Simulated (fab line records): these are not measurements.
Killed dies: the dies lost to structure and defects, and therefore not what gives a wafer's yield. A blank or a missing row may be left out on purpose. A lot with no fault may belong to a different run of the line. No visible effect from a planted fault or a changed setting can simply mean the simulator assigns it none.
The same fault as seen by 2 desks :: flow n5Finfet :: each desk has only its own numbers; what lay behind them comes last

== THE METROLOGY DESK ==
Lot by lot, what the gauges showed, no matter which tool ran the lot: averages of those sampled wafers that carry a number. Any lot whose mean is over 4 standard deviations away from the usual mean is out of limits and marked OUT; that distance is given in the brackets. It has 13 readings, of which 7 appear: the earliest out of limits, and the ones furthest out on some lot.
Columns: A = HMC_CMP_THK at N5_PMOS_HMC_CHANNEL_EPI_THK_MEAS_22, usual 54.1 nm; B = CJ_P at N5_BEOL_M4_RC_MEAS_101, usual 5.80; C = DIBL_N at N5_BEOL_M4_RC_MEAS_101, usual 36.2 mV/V; D = IOFF_P at N5_BEOL_M4_RC_MEAS_101, usual 0.216 nA/um; E = IOFF_P_85C at N5_BEOL_M4_RC_MEAS_101, usual 3.7 nA/um; F = ION_P at N5_BEOL_M4_RC_MEAS_101, usual 464 uA/um; G = SS_P at N5_BEOL_M4_RC_MEAS_101, usual 73.3 mV/dec
lot: L511
first seen here: day 2 02:43
A: 54.9
B: 5.57
C: 34.9
D: 0.187
E: 3.3
F: 464
G: 73.4

lot: L520
first seen here: day 4 08:11
A: 58.4 (+9.0) OUT
B: 4.28 (-15) OUT
C: 35.5
D: 0.348 (+5.1) OUT
E: 5.5 (+4.7) OUT
F: 446
G: 75.4

lot: L521
first seen here: day 4 13:23
A: 55.6
B: 5.27 (-5.3) OUT
C: 33.4
D: 0.233
E: 4.0
F: 462
G: 73.1

lot: L533
first seen here: day 7 14:48
A: 53.9
B: 5.82
C: 35.6
D: 0.206
E: 3.7
F: 465
G: 72.9
Per this desk, out of limits: L520, L521; the first was L520, day 4 08:11 (HMC_CMP_THK at N5_PMOS_HMC_CHANNEL_EPI_THK_MEAS_22). L511, L533 stayed within limits.

== FOR THE TOOL OWNER'S DESK: rieSi-02 ==
The tool's own readings at N5_PMOS_HMC_CHANNEL_EPI_FIN_RECESS_16 (chemistry HBr/Cl2, target Si, target depth 54 nm, time 18 s): means of the sampled wafers that have a number, for each lot that ran on this tool. Any lot whose mean is over 4 standard deviations away from the usual mean is out of limits and marked OUT; that distance is given in the brackets.
Columns: A = drypumpMotorCurrentA at N5_PMOS_HMC_CHANNEL_EPI_FIN_RECESS_16, usual 5.9 A; B = mfcCl2Sccm at N5_PMOS_HMC_CHANNEL_EPI_FIN_RECESS_16, usual 80.00 sccm; C = oesProductAu at N5_PMOS_HMC_CHANNEL_EPI_FIN_RECESS_16, usual 1.004 a.u.; D = throttleValvePct at N5_PMOS_HMC_CHANNEL_EPI_FIN_RECESS_16, usual 35.52 %
lot: L511
first seen here: day 2 00:31
A: 6.2
B: 80.06
C: 1.009
D: 35.64

lot: L520
first seen here: day 4 06:23
A: 6.4
B: 79.97
C: 0.991
D: 35.58

lot: L521
first seen here: day 4 11:35
A: 6.3
B: 80.27
C: 1.006
D: 35.58
Result from this desk: across the 3 lots, nothing is out of limits.

== BROUGHT TOGETHER ==
An alarm was possible from the metrology desk at day 4 08:11, on L520, L521.
The desk of the tool owner found nothing out of limits.
The tool owner's desk has L520, L521 on record, within its limits.
Every lot named ran N5_PMOS_HMC_CHANNEL_EPI_FIN_RECESS_16 on rieSi-02.

== WHAT THE SIMULATOR HAD INSERTED ==
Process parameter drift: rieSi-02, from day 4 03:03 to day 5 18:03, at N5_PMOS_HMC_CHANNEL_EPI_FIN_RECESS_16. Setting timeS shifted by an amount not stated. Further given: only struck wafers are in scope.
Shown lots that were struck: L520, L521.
Time in hours between the start of the fault and the first out-of-limits reading at each desk: metrology desk, 5.
